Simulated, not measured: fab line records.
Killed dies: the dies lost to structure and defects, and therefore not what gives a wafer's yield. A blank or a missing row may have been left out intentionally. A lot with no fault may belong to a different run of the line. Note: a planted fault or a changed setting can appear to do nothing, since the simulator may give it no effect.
Chamber matching / flow n5_finfet / 4 sister chambers for N5_BEOL_M15_ETCH_61 on rie_diel-06
The step etches BARC in N2/H2, target depth 89 nm, overetch 26.7 nm, time 67.9 s. 18 wafers are shown with their chamber, then 9 later ones without.

== WAFERS, EACH WITH ITS CHAMBER ==
wafer=L076.1; chamber=1; drypump_motor_current_A (A)=6.0; showerhead_plenum_p_Torr (Torr)=2.63; throttle_valve_pct (%)=17.91
wafer=L076.2; chamber=2; drypump_motor_current_A (A)=5.9; showerhead_plenum_p_Torr (Torr)=2.67; throttle_valve_pct (%)=18.04
wafer=L076.3; chamber=3; drypump_motor_current_A (A)=6.4; showerhead_plenum_p_Torr (Torr)=2.59; throttle_valve_pct (%)=17.79
wafer=L077.1; chamber=2; drypump_motor_current_A (A)=5.9; showerhead_plenum_p_Torr (Torr)=2.67; throttle_valve_pct (%)=18.07
wafer=L077.2; chamber=3; drypump_motor_current_A (A)=6.4; showerhead_plenum_p_Torr (Torr)=2.59; throttle_valve_pct (%)=17.80
wafer=L077.4; chamber=3; drypump_motor_current_A (A)=6.4; showerhead_plenum_p_Torr (Torr)=2.59; throttle_valve_pct (%)=17.81
wafer=L079.2; chamber=1; drypump_motor_current_A (A)=6.0; showerhead_plenum_p_Torr (Torr)=2.63; throttle_valve_pct (%)=17.93
wafer=L079.3; chamber=0; drypump_motor_current_A (A)=5.6; showerhead_plenum_p_Torr (Torr)=2.52; throttle_valve_pct (%)=18.04
wafer=L079.5; chamber=0; drypump_motor_current_A (A)=5.6; showerhead_plenum_p_Torr (Torr)=2.52; throttle_valve_pct (%)=18.04
wafer=L081.1; chamber=2; drypump_motor_current_A (A)=5.9; showerhead_plenum_p_Torr (Torr)=2.67; throttle_valve_pct (%)=18.07
wafer=L081.3; chamber=1; drypump_motor_current_A (A)=6.0; showerhead_plenum_p_Torr (Torr)=2.62; throttle_valve_pct (%)=17.93
wafer=L081.6; chamber=1; drypump_motor_current_A (A)=6.0; showerhead_plenum_p_Torr (Torr)=2.62; throttle_valve_pct (%)=17.92
wafer=L082.1; chamber=0; drypump_motor_current_A (A)=5.6; showerhead_plenum_p_Torr (Torr)=2.52; throttle_valve_pct (%)=18.04
wafer=L082.3; chamber=2; drypump_motor_current_A (A)=5.9; showerhead_plenum_p_Torr (Torr)=2.67; throttle_valve_pct (%)=18.08
wafer=L082.6; chamber=1; drypump_motor_current_A (A)=6.1; showerhead_plenum_p_Torr (Torr)=2.62; throttle_valve_pct (%)=17.94
wafer=L085.1; chamber=1; drypump_motor_current_A (A)=6.1; showerhead_plenum_p_Torr (Torr)=2.62; throttle_valve_pct (%)=17.95
wafer=L085.4; chamber=2; drypump_motor_current_A (A)=5.9; showerhead_plenum_p_Torr (Torr)=2.66; throttle_valve_pct (%)=18.10
wafer=L085.6; chamber=1; drypump_motor_current_A (A)=6.0; showerhead_plenum_p_Torr (Torr)=2.62; throttle_valve_pct (%)=17.96

SIGNATURES (averages over the wafers above)
reading=drypump_motor_current_A; chamber 0=5.600; chamber 1=6.029; chamber 2=5.900; chamber 3=6.400; scatter within a chamber=0.0319
reading=showerhead_plenum_p_Torr; chamber 0=2.5200; chamber 1=2.6229; chamber 2=2.6680; chamber 3=2.5900; scatter within a chamber=0.00399
reading=throttle_valve_pct; chamber 0=18.0400; chamber 1=17.9343; chamber 2=18.0720; chamber 3=17.8000; scatter within a chamber=0.0166
Rule: distance of a wafer from a chamber = root of the sum over the readings of ((wafer's reading minus chamber's mean) / reading's scatter) squared. If the next closest chamber is less than 2 further off than the closest, the wafer can't be placed; otherwise it belongs to the closest. The scatter is the square root of a quotient: the sum, over the shown wafers, of each reading's squared deviation from its chamber's mean, divided by wafers minus chambers.

== WAFERS MISSING THEIR CHAMBER ==
wafer=L090.1; drypump_motor_current_A (A)=5.6; showerhead_plenum_p_Torr (Torr)=2.51; throttle_valve_pct (%)=18.06
wafer=L090.4; drypump_motor_current_A (A)=5.6; showerhead_plenum_p_Torr (Torr)=2.51; throttle_valve_pct (%)=18.04
wafer=L090.6; drypump_motor_current_A (A)=5.9; showerhead_plenum_p_Torr (Torr)=2.66; throttle_valve_pct (%)=18.11
wafer=L092.1; drypump_motor_current_A (A)=6.5; showerhead_plenum_p_Torr (Torr)=2.58; throttle_valve_pct (%)=17.37
wafer=L092.2; drypump_motor_current_A (A)=6.0; showerhead_plenum_p_Torr (Torr)=2.61; throttle_valve_pct (%)=17.99
wafer=L092.4; drypump_motor_current_A (A)=5.9; showerhead_plenum_p_Torr (Torr)=2.66; throttle_valve_pct (%)=18.13
wafer=L094.4; drypump_motor_current_A (A)=6.0; showerhead_plenum_p_Torr (Torr)=2.61; throttle_valve_pct (%)=17.98
wafer=L094.5; drypump_motor_current_A (A)=5.6; showerhead_plenum_p_Torr (Torr)=2.51; throttle_valve_pct (%)=18.08
wafer=L094.6; drypump_motor_current_A (A)=6.0; showerhead_plenum_p_Torr (Torr)=2.61; throttle_valve_pct (%)=17.99

== WHICH CHAMBER EACH WENT THROUGH ==
wafer=L090.1; from the rows above=0; in truth=0
wafer=L090.4; from the rows above=0; in truth=0
wafer=L090.6; from the rows above=2; in truth=2
wafer=L092.1; from the rows above=3; in truth=3
wafer=L092.2; from the rows above=1; in truth=1
wafer=L092.4; from the rows above=2; in truth=2
wafer=L094.4; from the rows above=1; in truth=1
wafer=L094.5; from the rows above=0; in truth=0
wafer=L094.6; from the rows above=1; in truth=1
9 of 9 placed correctly. Not placeable from these rows: 0. Number placed wrongly: 0.
